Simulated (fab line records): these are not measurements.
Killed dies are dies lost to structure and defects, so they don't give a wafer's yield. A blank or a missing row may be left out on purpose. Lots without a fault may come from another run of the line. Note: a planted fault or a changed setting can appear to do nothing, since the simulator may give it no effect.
Which of the tools did it?	flow n5-finfet	Sampling: 9 lots, 27 wafers, 3 of 1938 route steps

WHAT EACH GAUGE READ, for each wafer
N5_BEOL_M15_THK_MEAS_50: measures by xrf.
lot	measured	on	M15_THK (nm)
L224	day 12 18:23	film-metro-01	856 840 856
L225	day 13 20:50	film-metro-01	864 854 886
L227	day 14 03:01	film-metro-02	852 873 863
L231	day 14 11:44	film-metro-02	852 860 875
L230	day 14 14:47	film-metro-01	884 828 818
L234	day 16 03:56	film-metro-02	825 876 880
L235	day 16 07:37	film-metro-02	846 867 863
L243	day 18 09:57	film-metro-02	827 966 815
L244	day 18 09:47	film-metro-02	818 858 861

WHICH TOOL RAN EACH LOT (tool, then ch and the chambers of the sampled wafers, then the start)
lot	N5_BEOL_M15_TRENCH_ETCH_34	N5_BEOL_M15_CMP_49
L224	rie-diel-06 ch 1,3, day 12 15:04	cmp-02 ch 1,3, day 12 18:05
L225	rie-diel-04 ch 0,2,3, day 13 17:34	cmp-04 ch 0,1, day 13 20:32
L227	rie-diel-06 ch 0,1, day 13 23:59	cmp-02 ch 0,1,3, day 14 02:48
L231	rie-diel-04 ch 0,2,3, day 14 08:46	cmp-02 ch 0,1,2, day 14 11:29
L230	rie-diel-02 ch 0,2,3, day 14 12:00	cmp-02 ch 0,1,3, day 14 14:30
L234	rie-diel-02 ch 0,3, day 16 01:44	cmp-01 ch 0,2, day 16 03:38
L235	rie-diel-04 ch 2,3, day 16 02:32	cmp-02 ch 0,1,2, day 16 07:19
L243	rie-diel-02 ch 0,1,2, day 18 03:16	cmp-01 ch 0,1,3, day 18 09:41
L244	rie-diel-06 ch 0,1,2, day 18 06:50	cmp-04 ch 1,2,3, day 18 09:32
- N5_BEOL_M15_TRENCH_ETCH_34: etches SiO2 in C4F8/O2/Ar, target depth 872.93 nm, time 199 s.
- N5_BEOL_M15_CMP_49: polishes, stops on SiO2, t overpolish 4.9 s, target thk 850 nm.

THE ANSWER, worked out from the rows above alone
Rule: the lots themselves supply what counts as usual. Put in order of their means at a reading, lots are off if they are a third of the lots or fewer, leave a main group of 4 or more, and stand apart from it by a gap of 3 or more times the standard deviation of the main group's means; of several such gaps the widest counts. Not used: any main group whose means are identical at the precision the tables above print for the reading. Also off: a lot with no number at a reading for which 4 or more lots have one. Any other lot the step has rows for is counted as sound.
No lot is off at any reading shown: from this, nothing can be told.

WHAT THE SIMULATOR PUT IN
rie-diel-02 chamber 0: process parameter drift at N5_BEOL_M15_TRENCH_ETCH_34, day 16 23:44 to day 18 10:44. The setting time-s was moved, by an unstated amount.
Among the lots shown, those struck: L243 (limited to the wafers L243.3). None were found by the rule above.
